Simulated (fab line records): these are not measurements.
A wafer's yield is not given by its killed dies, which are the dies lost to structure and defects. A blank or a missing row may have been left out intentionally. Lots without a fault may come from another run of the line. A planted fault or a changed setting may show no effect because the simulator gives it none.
Shared-tool check    flow nand-harc    14 lots and 42 wafers in the sample

## WHY IT WAS OPENED
On 2 of the 14 lots, a flag is raised at NHARC_P_ZERO_WELL_INSPECT_43 on the reading raw-defect-count. Fault-free wafers read 14, with a standard deviation of 6.1.
Rule: a lot is flagged in two cases, either no wafer of it has a number, or all its wafers with numbers fall more than 4 standard deviations from that mean. The other lots count as sound.

lot   measured      on                 raw-defect-count, wafer by wafer  flag
L301  day 2 13:29   defect-inspect-01  7 13 5                            
L302  day 2 23:48   defect-inspect-01  16 12 16                          
L304  day 3 19:26   defect-inspect-02  20 21 9                           
L305  day 4 05:46   defect-inspect-02  22 25 16                          
L307  day 5 01:59   defect-inspect-02  10 11 9                           
L308  day 5 11:48   defect-inspect-02  31 25 21                          
L309  day 5 21:50   defect-inspect-02  13 19 10                          
L310  day 6 07:22   defect-inspect-02  8 14 12                           
L311  day 6 17:34   defect-inspect-02  14 7 13                           
L312  day 7 04:16   defect-inspect-02  10 16 10                          
L313  day 7 13:28   defect-inspect-01  19 9 22                           
L314  day 7 23:48   defect-inspect-02  11 13 17                          
L322  day 11 08:08  defect-inspect-02  1119 1047 1128                    FLAGGED
L323  day 11 17:33  defect-inspect-01  1082 1075 1055                    FLAGGED
Averaged over the flagged lots the numbers come to 1084, +1070 from the usual (+99 or more standard deviations).

## WHICH TOOL EACH LOT WENT THROUGH
The record holds 1 process step before the reading, out of a route of 1302 steps. In each cell: the tool, then ch and the chambers that the sampled wafers went through, then the start.
lot   flag     NHARC_P_ZERO_WELL_EXPOSE_21
L301           krf-scanner-04 ch 0, day 2 08:20
L302           krf-scanner-03 ch 0, day 2 18:25
L304           krf-scanner-03 ch 0, day 3 14:19
L305           krf-scanner-02 ch 0, day 4 00:26
L307           krf-scanner-04 ch 0, day 4 20:52
L308           krf-scanner-03 ch 0, day 5 06:32
L309           krf-scanner-02 ch 0, day 5 16:35
L310           krf-scanner-03 ch 0, day 6 02:22
L311           krf-scanner-02 ch 0, day 6 12:26
L312           krf-scanner-02 ch 0, day 6 23:00
L313           krf-scanner-02 ch 0, day 7 08:12
L314           krf-scanner-03 ch 0, day 7 18:30
L322  FLAGGED  krf-scanner-02, day 11 02:19
L323  FLAGGED  krf-scanner-03, day 11 12:26
These steps, and what they do:
- NHARC_P_ZERO_WELL_EXPOSE_21: exposes mask P NWELL, target cd 720 nm.
- NHARC_P_ZERO_WELL_INSPECT_43

## FLAGGED OVER TOTAL, TOOL BY TOOL (the gauges that took the reading come last)
step                          tool               lots run  flagged  share of the flagged lots  sound lots run after its first flagged lot
NHARC_P_ZERO_WELL_EXPOSE_21   krf-scanner-02     6         1        some                       0
NHARC_P_ZERO_WELL_EXPOSE_21   krf-scanner-03     6         1        some                       0
NHARC_P_ZERO_WELL_EXPOSE_21   krf-scanner-04     2         0        none                       -
NHARC_P_ZERO_WELL_INSPECT_43  defect-inspect-01  4         1        some                       0
NHARC_P_ZERO_WELL_INSPECT_43  defect-inspect-02  10        1        some                       0

## THE TABLE: WHAT IT ALLOWS
No row of the table ran every flagged lot.

## WHAT HAD BEEN PUT IN BY THE SIMULATOR
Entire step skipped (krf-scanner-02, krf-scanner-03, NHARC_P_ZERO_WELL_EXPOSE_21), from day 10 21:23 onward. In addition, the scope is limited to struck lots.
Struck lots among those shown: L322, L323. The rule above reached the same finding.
